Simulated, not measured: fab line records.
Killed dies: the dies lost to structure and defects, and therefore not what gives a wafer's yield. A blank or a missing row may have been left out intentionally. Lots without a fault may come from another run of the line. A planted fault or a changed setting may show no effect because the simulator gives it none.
A lot that was struck, set against a sound lot | flow nand_harc | 14 out of 1302 route steps
Sound: the wafers L110.1, L110.2, L110.5. Struck: wafers L105.2, L105.4 (left out: L105.1, a lot-mate that was not struck); the cause follows at the end.
Per side, at each step with rows, come the tool, then ch with its chambers, and then its first start. Under that, the readings that differ: sound wafers | struck wafers | difference of the means | sigmas: that difference in standard deviations of wafers without a fault.
alike: readings whose means differ by less than 2 such deviations, and words and numbers that are the same on both sides. not compared: withheld readings, readings that some wafer has no value for, bounds like >300 that may hide the same value, and numbers for which the record gives no deviation and whose values overlap.
The two part at a step that has a row with sigmas, a row that says differs or no value, or rows on one side only. When numbers do not overlap yet have no deviation, they are printed without sigmas and do not part them. A reading missing from all wafers of one side parts the sides only when that side holds two or more wafers.

first, 5 steps without rows for these wafers: NHARC_A_STAIRCASE_EBR_05; NHARC_A_STAIRCASE_EXPOSE_06 (exposes mask STAIR); NHARC_A_STAIRCASE_PEB_07 (peb time 130 s); NHARC_A_STAIRCASE_DEVELOP_08 (time 140 s); NHARC_A_STAIRCASE_HARDBAKE_10 (time 140 s).
NHARC_A_STAIRCASE_DESCUM_11: chemistry O2, time 3 s.
  sound on rie_diel-01 ch 2,3, day 22 17:04; struck on rie_diel-06 ch 0,1, day 20 16:14
  alike: drypump_motor_current_A, mfc_ar_sccm, oes_product_au, rf_vpp_V, showerhead_plenum_p_Torr, throttle_valve_pct
  not compared: rf_hours_counter_h
NHARC_A_STAIRCASE_TRIM_12: chemistry O2, time 211.2 s.
  sound on rie_diel-01 ch 1,3, day 22 17:11; struck on rie_diel-06 ch 1,2, day 20 16:19
  reading                     | sound       | struck  | difference | sigmas
  drypump_motor_current_A (A) | 5.8 6.4 5.8 | 5.7 5.0 | -0.7       | -2
  alike: mfc_ar_sccm, oes_product_au, rf_vpp_V, showerhead_plenum_p_Torr, throttle_valve_pct
  not compared: rf_hours_counter_h
NHARC_A_STAIRCASE_ETCH_13: etches the open film in C4F8/O2, target depth 100 nm, time 40.5 s.
  sound: rie_diel-01 ch 1,2,3; struck: rie_diel-06 ch 2,3
  alike: bias_w, oes_product_au, rf_vpp_V
  not compared: rf_hours_counter_h
NHARC_A_STAIRCASE_TRIM_14: chemistry O2, time 211.2 s.
  sound: rie_diel-01 ch 1,2; struck: rie_diel-06 ch 1,2
  reading                     | sound       | struck  | difference | sigmas
  drypump_motor_current_A (A) | 6.4 5.7 6.4 | 5.7 5.0 | -0.8       | -2
  alike: mfc_ar_sccm, oes_product_au, rf_vpp_V, showerhead_plenum_p_Torr, throttle_valve_pct
  not compared: rf_hours_counter_h
then, 1 step without rows for these wafers: NHARC_A_STAIRCASE_ETCH_15 (etches the open film in C4F8/O2, target depth 100 nm, time 40.5 s).
NHARC_A_STAIRCASE_TRIM_16: chemistry O2, time 211.2 s.
  sound: rie_diel-01 ch 1,2; struck: rie_diel-06 ch 2,3
  reading                     | sound       | struck  | difference | sigmas
  drypump_motor_current_A (A) | 6.4 5.7 6.4 | 5.0 5.9 | -0.7       | -2
  alike: mfc_ar_sccm, oes_product_au, rf_vpp_V, showerhead_plenum_p_Torr, throttle_valve_pct
  not compared: rf_hours_counter_h
NHARC_A_STAIRCASE_ETCH_17: etches the open film in C4F8/O2, target depth 100 nm, time 40.5 s.
  sound on rie_diel-01 ch 1,2,3, day 22 17:55; struck on rie_diel-06 ch 0,2, day 20 16:56
  reading               | sound             | struck      | difference | sigmas
  oes_product_au (a.u.) | 0.958 0.950 0.952 | 0.799 0.798 | -0.155     | -10
  alike: bias_w, rf_vpp_V
  not compared: rf_hours_counter_h
then, 1 step without rows for these wafers: NHARC_A_STAIRCASE_TRIM_18 (chemistry O2, time 211.2 s).
-- jump in the record: it breaks off in module A_STAIRCASE and resumes in module END (first step shown: number 1302 of the route), and 9 days separate the struck wafers' starts before and after --
NHARC_END_SORT_01:
  only the struck wafers appear in the record here, on prober-01 ch 0 at day 29 21:01; the sound ones have no rows

WHERE THEY PART
Last at NHARC_END_SORT_01 as far as this record goes, first at NHARC_A_STAIRCASE_TRIM_12.

WHY: whatever the simulator had introduced
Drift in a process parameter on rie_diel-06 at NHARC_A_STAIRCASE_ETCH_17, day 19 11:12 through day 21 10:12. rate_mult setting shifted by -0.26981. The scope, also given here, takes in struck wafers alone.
